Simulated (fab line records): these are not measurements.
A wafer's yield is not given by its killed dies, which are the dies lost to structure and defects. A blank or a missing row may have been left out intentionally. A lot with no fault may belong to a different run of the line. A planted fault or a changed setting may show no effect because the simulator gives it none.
fab line records | flow nandHarc
record lots=24 wafers=72 lastDay=24
route steps=1159 shown A_CONTACT@947 A_BLC@977
lots that met no fault: taken from a fault-free run of the same line
startH: hours from the record's first day to the start of the lot's first wafer shown | waitH: hours elapsed since this lot's preceding step | " unchanged from the row above | L1.1+2: a single row standing in for several wafers | - no value, or no start was given | * or withheld: withheld | < > ~ a bound
route shown NAME@n: NAME is a module with steps in the file, n the number in the route of the first one | usual: mean/standard deviation of fault-free wafers | same: alike in all rows | chamber/n: place in a boat | sites: readings site by site | _std_site: standard deviation of those values | _edge_site: mean of outer sites minus mean of inner sites | radiusMm: how far each site lies from the wafer's centre | mask NAME#n: copy n | behind: the last tool/chamber to shape the wafer | hold: the reason the lot was held/the length of the hold in hours/how it ended | device: transistor that didn't switch, given as n, p or np | end of line: the tests these same wafers got at the end of their route | where a step has no rows: the recipe by itself | killed: not the wafer's yield, but the dies lost to structure and defects at the first sort | map: shows each die of a wafer: x if killed, . if not, _ if none is there
set.NAME: the setting as run; set.NAME@STEP: as run at that earlier step | model.NAME: the simulator's own value behind a step, which no gauge read
the route's steps for a sample of lots (tables are steps, rows are wafers)
services: when a tool's chamber went out of use (startH, in hours from the record's first day, below 0 if earlier), for how many hours, and the reason
## steps
# step NHARC_A_CONTACT_ETCH_138
# recipe sourceW=withheld pressureMtorr=20 biasV=3000 timeS=132 targetDepthA=12890 arFlowSccm=withheld c4f8FlowSccm=withheld o2FlowSccm=withheld chemistry=C4F8/O2/Ar
# usual oesAirLineAu=0.998/0.02
# columns lot.wafer tool chamber startH waitH oesAirLineAu rfHoursCounterH
L075.2 harCapEtch-02 0 380.88 0.1 0.993 17
L075.3 " 0 " " 0.979 -
L075.4 " 1 " " 1.002 -
L074.1 harCapEtch-03 0 386.84 0.1 0.999 95
L074.4 " 0 " " 1.018 -
L074.5 " 1 " " 1.026 -
L077.1 harCapEtch-02 1 391.88 0.1 1.016 19
L077.4 " 1 " " 0.977 -
L077.5 " 1 " " 1.030 -
L076.2 harCapEtch-01 1 393.06 0.1 1.001 48
L076.1 " 0 " " 0.956 48
L076.6 " 0 " " 1.012 -
L078.3 harCapEtch-02 1 411.36 0.1 1.006 -
L078.5 " 0 " " 0.984 -
L078.6 " 1 " " 0.973 -
L080.2 harCapEtch-03 1 422.05 0.1 1.011 99
L080.4 " 1 " " 0.993 -
L080.3 " 0 " " 0.986 -
L079.2 harCapEtch-02 0 426.97 0.1 0.993 24
L079.1 " 1 " " 0.995 24
L079.5 " 1 " " 0.993 -
L082.2 harCapEtch-02 1 430.22 0.1 1.006 25
L082.5 " 1 " " 1.006 -
L082.6 " 0 " " 0.945 -
L081.2 harCapEtch-03 0 432.53 0.1 1.039 101
L081.4 " 0 " " 0.986 -
L081.5 " 1 " " 1.014 -
L084.2 harCapEtch-02 0 440.56 0.1 0.974 27
L084.1 " 1 " " 0.985 27
L084.4 " 1 " " 1.014 -
L083.2 harCapEtch-02 0 443.07 0.1 0.991 28
L083.3 " 1 " " 0.995 -
L083.4 " 0 " " 0.983 -
L085.2 harCapEtch-01 0 455.84 0.1 1.012 60
L085.1 " 1 " " 0.991 60
L085.3 " 1 " " 0.999 -
L087.1 harCapEtch-02 1 457.05 0.1 1.004 31
L087.4 " 1 " " 1.008 -
L087.6 " 0 " " 0.972 -
L086.1 harCapEtch-02 1 459.77 0.1 0.963 32
L086.3 " 0 " " 0.977 -
L086.6 " 0 " " 0.991 -
L088.1 harCapEtch-01 0 463.18 0.1 0.996 62
L088.2 " 1 " " 1.011 62
L088.4 " 1 " " 1.039 -
L090.1 harCapEtch-03 1 475.59 0.1 1.016 109
L090.4 " 0 " " 1.014 -
L090.3 " 1 " " 1.000 -
L089.2 harCapEtch-03 0 479.47 0.1 0.963 110
L089.3 " 0 " " 1.000 -
L089.5 " 0 " " 1.006 -
L092.3 harCapEtch-02 0 485.09 0.1 0.996 -
L092.5 " 1 " " 1.006 -
L092.6 " 0 " " 0.964 -
L091.2 harCapEtch-01 1 487.01 0.1 0.970 64
L091.4 " 1 " " 0.981 -
L091.5 " 0 " " 0.998 -
L093.2 harCapEtch-01 0 498.55 0.1 1.028 66
L093.4 " 0 " " 0.996 -
L093.3 " 1 " " 0.990 -
L094.1 harCapEtch-03 0 499.17 0.1 1.037 114
L094.3 " 0 " " 1.066 -
L094.5 " 1 " " 1.006 -
L096.4 harCapEtch-03 1 508.20 0.1 1.023 -
L096.3 " 0 " " 0.974 -
L096.6 " 1 " " 0.995 -
L097.2 harCapEtch-02 0 509.48 0.1 0.962 43
L097.4 " 0 " " 0.979 -
L097.5 " 1 " " 1.020 -
L095.2 harCapEtch-03 1 511.05 0.1 1.008 117
L095.3 " 0 " " 1.011 -
L095.5 " 0 " " 1.001 -
# step NHARC_A_CONTACT_STRIP_26
# recipe o2FlowSccm=500 arFlowSccm=0 biasW=0 chemistry=O2
# usual drypumpMotorCurrentA=5.69/0.23 oesProductAu=0.998/0.012 rfVppV=57.7/0.83 showerheadPlenumPTorr=3.49/0.13 throttleValvePct=17.036/0.0085
# columns lot.wafer tool chamber startH waitH drypumpMotorCurrentA oesProductAu rfHoursCounterH rfVppV showerheadPlenumPTorr throttleValvePct
L075.2 rieDiel-08 2 - - 5.37 0.981 15 58.1 3.31 17.034
L075.4 " 3 " " 5.99 0.989 15 57.0 3.44 17.033
L075.3 " 0 " " 5.60 0.997 17 58.2 3.46 17.052
L074.1 rieDiel-11 3 - - 5.79 1.006 4 57.6 3.64 17.034
L074.4 " 0 " " 5.46 1.006 5 59.1 3.69 17.035
L074.5 " 3 " " 5.78 1.001 - 58.1 3.64 17.032
L077.1 rieDiel-08 1 - - 5.95 0.986 17 58.5 3.66 17.020
L077.4 " 2 " " 5.37 0.977 17 57.2 3.31 17.031
L077.5 " 3 " " 6.01 0.982 - 56.6 3.44 17.044
L076.1 rieDiel-11 3 - - 5.80 1.002 6 58.1 3.64 17.031
L076.2 " 2 " " 5.60 1.023 5 57.3 3.39 17.036
L076.6 " 3 " " 5.78 0.994 - 59.9 3.64 17.029
L078.3 rieDiel-01 3 - - 6.10 0.995 35 57.8 3.56 17.023
L078.6 " 3 " " 6.11 0.993 - 58.9 3.56 17.034
L078.5 " 0 " " 5.38 0.984 - 57.5 3.56 17.042
L080.3 rieDiel-11 2 - - 5.57 0.992 14 59.0 3.39 17.043
L080.2 " 3 " " 5.83 0.987 17 58.6 3.63 17.029
L080.4 " 0 " " 5.44 0.994 18 59.2 3.68 17.024
L079.1 rieDiel-01 3 - - 6.11 0.980 38 58.6 3.56 17.034
L079.2 " 0 " " 5.39 0.988 40 57.9 3.56 17.045
L079.5 " 0 " " 5.41 0.984 - 58.6 3.56 17.046
L082.2 rieDiel-08 0 - - 5.59 1.004 26 57.6 3.45 17.028
L082.6 " 1 " " 5.93 0.987 - 58.5 3.65 17.049
L082.5 " 0 " " 5.59 1.009 - 59.6 3.45 17.035
L081.2 rieDiel-08 1 - - 5.93 0.992 27 56.6 3.65 17.036
L081.5 " 2 " " 5.35 1.002 - 58.0 3.31 17.028
L081.4 " 0 " " 5.58 1.005 - 56.5 3.45 17.025
L084.2 rieDiel-11 2 - - 5.60 1.015 22 57.8 3.38 17.039
L084.4 " 3 " " 5.82 1.000 25 57.3 3.63 17.030
L084.1 " 0 " " 5.45 1.000 24 57.6 3.68 17.040
L083.2 rieDiel-08 0 444.36 0.1 5.62 1.008 30 57.6 3.45 17.035
L083.3 " 0 " " 5.61 0.999 - 57.4 3.45 17.032
L083.4 " 2 " " 5.34 1.001 - 57.3 3.30 17.040
L085.3 rieDiel-08 3 - - 5.99 0.987 22 58.6 3.43 17.048
L085.2 " 0 " " 5.61 0.998 33 57.7 3.45 17.032
L085.1 " 1 " " 5.92 1.001 31 57.4 3.65 17.023
L087.4 rieDiel-08 1 - - 5.94 1.005 31 58.5 3.65 17.034
L087.1 " 0 " " 5.59 0.995 33 58.7 3.45 17.033
L087.6 " 2 " " 5.33 0.992 - 57.6 3.30 17.042
L086.1 rieDiel-11 1 - - 5.79 0.980 30 58.2 3.42 17.055
L086.3 " 2 " " 5.59 1.014 31 57.0 3.38 17.035
L086.6 " 1 " " 5.77 0.982 - 57.9 3.42 17.029
L088.1 rieDiel-01 0 - - 5.37 0.996 55 59.0 3.55 17.041
L088.2 " 1 " " 5.90 1.027 52 58.9 3.30 17.041
L088.4 " 1 " " 5.86 1.014 - 57.0 3.30 17.032
L090.1 rieDiel-01 2 - - 5.84 1.014 36 58.1 3.68 17.040
L090.4 " 3 " " 6.06 0.991 55 59.1 3.55 17.028
L090.3 " 0 " " 5.37 0.991 61 59.4 3.55 17.044
L089.3 rieDiel-11 2 - - 5.60 1.013 38 58.1 3.38 17.041
L089.2 " 3 " " 5.83 1.007 41 58.0 3.62 17.022
L089.5 " 1 " " 5.79 0.983 - 57.1 3.41 17.029
L092.3 rieDiel-11 2 - - 5.61 1.012 39 57.3 3.38 17.055
L092.6 " 1 " " 5.82 0.980 - 56.6 3.41 17.043
L092.5 " 2 " " 5.61 1.022 - 57.1 3.38 17.049
L091.4 rieDiel-11 2 - - 5.61 0.993 39 55.9 3.38 17.035
L091.2 " 3 " " 5.81 0.994 43 58.7 3.62 17.041
L091.5 " 1 " " 5.78 0.985 - 58.1 3.41 17.026
L093.4 rieDiel-08 3 - - 5.98 1.006 2 57.2 3.43 17.031
L093.2 " 1 " " 5.94 1.006 2 57.2 3.65 17.040
L093.3 " 2 " " 5.35 0.987 2 57.5 3.30 17.042
L094.1 rieDiel-11 0 - - 5.49 1.001 50 57.5 3.66 17.029
L094.3 " 2 " " 5.60 1.009 45 57.2 3.37 17.052
L094.5 " 3 " " 5.82 0.999 - 58.2 3.61 17.051
L096.4 rieDiel-08 3 - - 5.94 0.990 5 57.7 3.43 17.024
L096.3 " 0 " " 5.59 1.010 6 56.4 3.44 17.024
L096.6 " 1 " " 5.94 1.022 - 58.2 3.65 17.042
L097.4 rieDiel-08 0 - - 5.60 1.024 6 58.6 3.44 17.043
L097.2 " 1 " " 5.93 1.015 6 56.5 3.65 17.039
L097.5 " 3 " " 5.99 1.000 - 56.5 3.43 17.040
L095.3 rieDiel-01 0 - - 5.41 0.983 4 58.2 3.54 17.044
L095.2 " 1 " " 5.85 1.008 3 57.7 3.29 17.037
L095.5 " 0 " " 5.40 0.989 - 56.0 3.54 17.043
# step NHARC_A_CONTACT_ALD_18
# recipe targetThkA=30 pulseTimeS=1 aldCycles=150 tempC=450 material=TiN
# usual heaterPowerW=1089/120 precursorPulseHeightRel=0.999/0.021
# columns lot.wafer tool chamber startH waitH heaterPowerW precursorPulseHeightRel sinceWetCleanH
L075.2 aldMetal-02 2 382.83 - 1058 1.018 9
L075.3 " 3 " " 1306 1.039 9
L075.4 " 1 " " 1028 1.018 9
L074.4 aldMetal-01 1 388.71 - 1019 1.004 99
L074.1 " 3 " " 991 1.029 99
L074.5 " 1 " " 1050 0.975 -
L077.1 aldMetal-02 2 393.58 - 1039 0.970 20
L077.4 " 0 " " 948 1.009 20
L077.5 " 1 " " 1053 1.004 -
L076.1 aldMetal-01 1 394.90 - 1026 1.008 105
L076.2 " 0 " " 969 1.032 105
L076.6 " 1 " " 1006 0.970 -
L078.3 aldMetal-02 2 413.01 - 1050 1.013 39
L078.5 " 1 " " 1058 1.031 -
L078.6 " 2 " " 1023 0.979 -
L080.2 aldMetal-01 3 423.88 - 1003 0.971 134
L080.4 " 0 " " 965 1.005 134
L080.3 " 1 " " 1027 0.971 134
L079.1 aldMetal-02 3 429.20 - 1271 1.030 55
L079.2 " 1 " " 1071 0.982 55
L079.5 " 3 " " 1309 1.004 -
L082.2 aldMetal-04 2 432.05 - 1092 1.023 16
L082.5 " 1 " " 1251 1.018 -
L082.6 " 2 " " 1075 0.991 -
L081.2 aldMetal-01 2 434.48 - 978 1.006 145
L081.4 " 3 " " 991 0.994 145
L081.5 " 3 " " 995 0.997 -
L084.2 aldMetal-01 2 442.41 - 975 1.015 152
L084.1 " 0 " " 958 1.001 152
L084.4 " 1 " " 1032 0.957 -
L083.2 aldMetal-01 1 445.10 - 1030 0.980 155
L083.3 " 0 " " 958 1.009 155
L083.4 " 0 " " 972 0.985 -
L085.2 aldMetal-02 2 457.74 - 1009 0.984 84
L085.1 " 3 " " 1315 1.012 84
L085.3 " 0 " " 941 0.986 84
L087.1 aldMetal-04 2 458.84 - 1091 1.004 43
L087.4 " 1 " " 1220 0.994 43
L087.6 " 2 " " 1088 1.016 -
L086.3 aldMetal-04 2 461.47 - 1094 0.956 46
L086.1 " 1 " " 1262 1.003 46
L086.6 " 3 " " 1104 0.983 -
L088.4 aldMetal-04 3 465.03 - 1133 0.971 49
L088.1 " 0 " " 1265 1.009 49
L088.2 " 2 " " 1070 1.025 49
L090.3 aldMetal-02 2 477.26 - 1051 1.009 103
L090.1 " 3 " " 1275 0.985 103
L090.4 " 1 " " 1061 0.983 103
L089.3 aldMetal-04 3 481.15 - 1105 0.985 65
L089.2 " 1 " " 1244 1.002 65
L089.5 " 0 " " 1270 0.988 -
L092.3 aldMetal-02 0 486.73 - 933 0.996 113
L092.6 " 3 " " 1268 1.004 -
L092.5 " 0 " " 949 1.003 -
L091.2 aldMetal-04 0 488.73 - 1313 1.011 73
L091.4 " 1 " " 1248 0.980 73
L091.5 " 2 " " 1059 1.038 -
L093.4 aldMetal-02 2 500.61 - 1057 1.003 127
L093.3 " 0 " " 958 0.958 127
L093.2 " 1 " " 1085 1.020 127
L094.1 aldMetal-04 0 501.04 - 1266 1.002 85
L094.3 " 1 " " 1228 0.994 85
L094.5 " 3 " " 1118 0.998 -
L096.4 aldMetal-04 0 509.86 - 1323 0.950 94
L096.3 " 1 " " 1244 0.991 94
L096.6 " 1 " " 1245 0.989 -
L097.2 aldMetal-02 2 511.34 - 1033 0.981 137
L097.4 " 0 " " 927 1.011 137
L097.5 " 1 " " 1057 1.024 -
L095.2 aldMetal-01 1 512.95 - 1026 0.965 45
L095.3 " 2 " " 983 0.960 45
L095.5 " 3 " " 995 1.008 -
# step NHARC_A_BLC_DESCUM_15
# recipe timeS=3 o2FlowSccm=200 arFlowSccm=0 biasPowerW=0 chemistry=O2
# usual drypumpMotorCurrentA=5.6/0.5 oesProductAu=1.000/0.016 rfVppV=57.8/0.83 showerheadPlenumPTorr=1.92/0.088 throttleValvePct=11.311/0.0093
# columns lot.wafer tool chamber startH waitH drypumpMotorCurrentA oesProductAu rfHoursCounterH rfVppV showerheadPlenumPTorr throttleValvePct
L075.4 rieDiel-03 3 392.13 0.1 4.8 0.995 17 58.9 2.05 11.309
L075.3 " 1 " " 5.5 1.013 15 56.5 1.89 11.320
L075.2 " 2 " " 4.9 0.982 16 57.8 1.99 11.325
L074.4 rieDiel-13 3 397.99 0.1 5.5 0.999 47 57.6 1.85 11.314
L074.1 " 0 " " 6.6 1.021 46 58.6 2.04 11.307
L074.5 " 2 " " 5.2 1.032 - 58.0 1.92 11.303
L077.4 rieDiel-13 3 400.52 0.1 5.4 0.982 48 57.9 1.85 11.324
L077.1 " 0 " " 6.7 1.013 48 56.6 2.04 11.329
L077.5 " 3 " " 5.4 0.976 - 56.8 1.85 11.317
L076.2 rieDiel-13 3 401.69 0.1 5.4 0.983 49 57.4 1.85 11.294
L076.1 " 0 " " 6.7 1.029 48 58.5 2.04 11.309
L076.6 " 0 " " 6.6 1.024 - 56.6 2.04 11.303
L078.3 rieDiel-07 0 418.75 0.1 6.2 0.997 1 56.8 1.80 11.308
L078.5 " 2 " " 5.8 0.992 - 58.5 1.89 11.323
L078.6 " 3 " " 5.6 1.011 - 58.5 2.01 11.304
L080.3 rieDiel-13 1 425.92 0.1 5.5 0.989 56 57.0 1.93 11.299
L080.4 " 3 " " 5.4 0.988 56 57.2 1.85 11.303
L080.2 " 0 " " 6.6 1.026 57 59.3 2.04 11.306
L079.1 rieDiel-03 2 437.23 0.1 4.9 0.970 2 57.4 1.99 11.318
L079.2 " 3 " " 4.9 0.987 2 58.0 2.05 11.304
L079.5 " 2 " " 4.9 0.971 - 58.8 1.99 11.312
L082.2 rieDiel-07 3 437.88 0.1 5.6 1.019 3 57.6 2.01 11.310
L082.6 " 1 " " 6.2 0.988 - 56.5 1.77 11.293
L082.5 " 2 " " 5.8 1.003 - 57.7 1.89 11.312
L081.4 rieDiel-13 3 438.96 0.1 5.5 0.991 61 57.5 1.85 11.329
L081.2 " 0 " " 6.6 1.039 61 57.9 2.04 11.319
L081.5 " 3 " " 5.4 0.996 - 57.2 1.85 11.314
L084.2 rieDiel-07 3 444.52 0.1 5.6 1.012 4 58.4 2.01 11.312
L084.4 " 0 " " 6.2 1.008 4 58.1 1.80 11.309
L084.1 " 1 " " 6.1 0.978 5 57.3 1.77 11.310
L083.3 rieDiel-03 3 451.01 0.1 4.8 0.999 4 58.9 2.05 11.316
L083.2 " 1 " " 5.5 0.979 4 58.5 1.89 11.310
L083.4 " 2 " " 4.9 0.985 - 57.6 1.99 11.320
L085.1 rieDiel-07 2 459.84 0.1 5.8 1.005 6 57.6 1.89 11.319
L085.2 " 3 " " 5.6 1.020 5 57.9 2.01 11.299
L085.3 " 0 " " 6.2 0.993 6 56.7 1.80 11.299
L087.4 rieDiel-07 3 461.03 0.1 5.6 1.019 5 59.1 2.01 11.307
L087.1 " 0 " " 6.2 1.003 6 57.9 1.80 11.306
L087.6 " 3 " " 5.6 1.017 - 56.9 2.01 11.306
L086.1 rieDiel-03 3 466.98 0.1 4.8 0.993 5 58.9 2.05 11.306
L086.3 " 0 " " 5.6 1.003 4 57.9 1.89 11.304
L086.6 " 2 " " 4.9 0.985 - 57.3 1.99 11.314
L088.2 rieDiel-07 3 468.13 0.1 5.6 1.005 6 58.6 2.01 11.306
L088.4 " 1 " " 6.2 0.983 7 57.5 1.77 11.312
L088.1 " 2 " " 5.8 0.995 7 58.4 1.89 11.315
L090.1 rieDiel-13 0 480.40 0.1 6.7 1.004 7 57.4 2.03 11.314
L090.4 " 0 " " 6.7 1.014 - 59.0 2.03 11.317
L090.3 " 2 " " 5.2 1.015 - 59.7 1.92 11.307
L089.2 rieDiel-07 0 485.93 0.1 6.2 1.015 9 57.4 1.80 11.317
L089.3 " 2 " " 5.8 0.989 10 56.9 1.89 11.331
L089.5 " 0 " " 6.2 1.005 - 57.8 1.80 11.312
L092.3 rieDiel-03 2 492.99 0.1 4.9 0.982 8 58.8 1.99 11.326
L092.5 " 0 " " 5.6 1.000 - 56.6 1.89 11.335
L092.6 " 1 " " 5.5 0.987 - 58.0 1.88 11.314
L091.4 rieDiel-07 1 497.05 0.1 6.2 0.993 11 58.3 1.77 11.320
L091.2 " 2 " " 5.8 0.994 10 58.0 1.89 11.303
L091.5 " 1 " " 6.1 0.987 - 57.5 1.77 11.324
L093.3 rieDiel-03 1 506.15 0.1 5.5 0.986 10 58.5 1.88 11.321
L093.4 " 2 " " 4.9 0.991 10 57.7 1.99 11.309
L093.2 " 3 " " 4.9 1.000 9 57.6 2.05 11.306
L094.1 rieDiel-07 0 506.93 0.1 6.2 1.014 12 58.0 1.80 11.308
L094.3 " 1 " " 6.2 0.990 12 56.6 1.77 11.309
L094.5 " 3 " " 5.5 1.025 - 57.5 2.01 11.301
L096.3 rieDiel-03 3 512.06 0.1 4.9 0.995 10 58.9 2.05 11.315
L096.4 " 2 " " 4.9 0.993 10 57.9 1.99 11.306
L096.6 " 0 " " 5.6 1.020 - 58.4 1.89 11.320
L097.4 rieDiel-03 1 513.52 0.1 5.5 0.988 11 57.9 1.88 11.305
L097.2 " 0 " " 5.6 1.033 9 58.1 1.89 11.306
L097.5 " 1 " " 5.5 0.994 - 59.1 1.88 11.319
L095.3 rieDiel-03 0 515.11 0.1 5.6 1.010 9 58.5 1.89 11.310
L095.2 " 2 " " 4.9 0.983 11 57.4 1.99 11.296
L095.5 " 0 " " 5.6 1.005 - 56.6 1.89 11.320
# step NHARC_A_BLC_CD_MEAS_19
# usual cdNm=101/3.4
# columns lot.wafer tool chamber startH waitH cdNm
L075.2 cdSem-03 - 393.11 - 103
L075.3 " - " " 103
L075.4 " - " " 101
L074.1 cdSem-01 - 398.94 - 100
L074.4 " - " " 102
L074.5 " - " " 95
L077.1 cdSem-01 - 401.52 - 99
L077.4 " - " " 107
L077.5 " - " " 103
L076.1 cdSem-01 - 402.96 - 98
L076.2 " - " " 103
L076.6 " - " " 102
L078.3 cdSem-03 - 419.71 - 101
L078.5 " - " " 99
L078.6 " - " " 97
L080.2 cdSem-02 - 426.89 - 104
L080.3 " - " " 97
L080.4 " - " " 106
L079.1 cdSem-03 - 438.19 - 101
L079.2 " - " " 101
L079.5 " - " " 94
L082.2 cdSem-03 - 439.17 - 95
L082.5 " - " " 103
L082.6 " - " " 103
L081.2 cdSem-01 - 439.93 - 103
L081.4 " - " " 97
L081.5 " - " " 102
L084.1 cdSem-02 - 445.49 - 105
L084.2 " - " " 98
L084.4 " - " " 99
L083.2 cdSem-03 - 452.17 - 92
L083.3 " - " " 100
L083.4 " - " " 102
L085.1 cdSem-01 - 460.80 - 106
L085.2 " - " " 100
L085.3 " - " " 100
L087.1 cdSem-01 - 462.00 - 101
L087.4 " - " " 98
L087.6 " - " " 104
L086.1 cdSem-03 - 467.99 - 100
L086.3 " - " " 105
L086.6 " - " " 106
L088.1 cdSem-03 - 469.11 - 102
L088.2 " - " " 99
L088.4 " - " " 99
L090.1 cdSem-02 - 481.94 - 98
L090.3 " - " " 98
L090.4 " - " " 98
L089.2 cdSem-02 - 486.89 - 107
L089.3 " - " " 99
L089.5 " - " " 99
L092.3 cdSem-02 - 493.95 - 103
L092.5 " - " " 93
L092.6 " - " " 102
L091.2 cdSem-03 - 498.01 - 101
L091.4 " - " " 99
L091.5 " - " " 99
L093.2 cdSem-03 - 507.12 - 98
L093.3 " - " " 107
L093.4 " - " " 101
L094.1 cdSem-03 - 507.88 - 101
L094.3 " - " " 104
L094.5 " - " " 107
L096.3 cdSem-02 - 513.03 - 94
L096.4 " - " " 102
L096.6 " - " " 97
L097.2 cdSem-01 - 514.49 - 100
L097.4 " - " " 104
L097.5 " - " " 107
L095.2 cdSem-02 - 516.08 - 95
L095.3 " - " " 106
L095.5 " - " " 101
# step NHARC_A_BLC_PVD_32
# recipe targetThkA=50 chamberPressurePa=5 powerW=5000 substrateTempC=200 timeS=17.7 material=Ti
# usual throttleValvePct=29.4/0.91
# columns lot.wafer tool chamber startH waitH throttleValvePct
L075.2 pvdSputter-01 - - - 29.6
L075.3 " - " " 29.1
L075.4 " - " " 29.3
L074.4 pvdSputter-01 - - - 29.1
L074.1 " - " " 29.8
L074.5 " - " " 29.3
L077.4 pvdSputter-02 - - - 29.0
L077.1 " - " " 30.8
L077.5 " - " " 30.8
L076.2 pvdSputter-01 - - - 30.4
L076.1 " - " " 29.8
L076.6 " - " " 30.5
L078.3 pvdSputter-01 - - - 29.8
L078.5 " - " " 30.0
L078.6 " - " " 29.2
L080.2 pvdSputter-03 - - - 29.7
L080.3 " - " " 31.2
L080.4 " - " " 30.1
L079.2 pvdSputter-03 - - - 28.8
L079.1 " - " " 30.9
L079.5 " - " " 29.4
L082.2 pvdSputter-02 - - - 29.0
L082.5 " - " " 27.8
L082.6 " - " " 28.0
L081.2 pvdSputter-02 - - - 28.8
L081.4 " - " " 27.9
L081.5 " - " " 29.1
L084.4 pvdSputter-03 - - - 30.8
L084.2 " - " " 29.9
L084.1 " - " " 28.9
L083.3 pvdSputter-03 - - - 29.0
L083.2 " - " " 29.3
L083.4 " - " " 29.9
L085.1 pvdSputter-02 - - - 28.4
L085.2 " - " " 30.6
L085.3 " - " " 28.0
L087.1 pvdSputter-02 - - - 27.9
L087.4 " - " " 28.4
L087.6 " - " " 27.9
L086.1 pvdSputter-01 - - - 30.1
L086.3 " - " " 29.1
L086.6 " - " " 30.1
L088.4 pvdSputter-02 - - - 28.8
L088.1 " - " " 30.9
L088.2 " - " " 27.8
L090.3 pvdSputter-01 - - - 30.1
L090.1 " - " " 29.2
L090.4 " - " " 29.6
L089.2 pvdSputter-02 - - - 27.8
L089.3 " - " " 28.2
L089.5 " - " " 27.8
L092.3 pvdSputter-03 - - - 29.5
L092.5 " - " " 29.2
L092.6 " - " " 30.7
L091.2 pvdSputter-01 - - - 29.4
L091.4 " - " " 29.9
L091.5 " - " " 29.3
L093.3 pvdSputter-02 - - - 30.6
L093.4 " - " " 27.9
L093.2 " - " " 29.1
L094.1 pvdSputter-03 - - - 30.2
L094.3 " - " " 29.3
L094.5 " - " " 30.2
L096.3 pvdSputter-03 - - - 30.3
L096.4 " - " " 29.3
L096.6 " - " " 30.8
L097.2 pvdSputter-02 - - - 30.8
L097.4 " - " " 29.1
L097.5 " - " " 30.8
L095.3 pvdSputter-03 - - - 28.9
L095.2 " - " " 30.6
L095.5 " - " " 29.2
## services
# columns tool chamber startH hours kind
rieDiel-03 0 358.74 14.8 repair
rieDiel-08 3 359.70 1.3 repair
aldMetal-02 - 364.00 10.0 pm
rieDiel-11 - 366.50 9.0 pm
rieDiel-03 - 377.83 2.6 repair
pvdSputter-03 - 390.14 4.9 repair
pvdSputter-02 - 392.07 10.0 pm
rieDiel-03 - 392.56 9.0 pm
pvdSputter-01 - 401.66 1.2 repair
rieDiel-07 - 405.20 9.0 pm
aldMetal-04 - 406.00 10.0 pm
rieDiel-13 - 407.12 0.5 repair
aldMetal-02 - 419.00 1.0 repair
aldMetal-02 0 437.03 14.0 repair
rieDiel-08 1 437.38 8.4 repair
aldMetal-01 3 439.75 14.2 repair
rieDiel-03 0 441.54 11.7 repair
harCapEtch-03 - 446.99 7.1 repair
aldMetal-01 - 458.00 10.0 pm
pvdSputter-03 - 458.00 10.0 pm
rieDiel-08 2 461.42 1.3 repair
rieDiel-08 - 478.80 9.0 pm
rieDiel-08 0 511.99 9.8 repair
pvdSputter-01 - 514.20 10.0 pm
## key
fault none
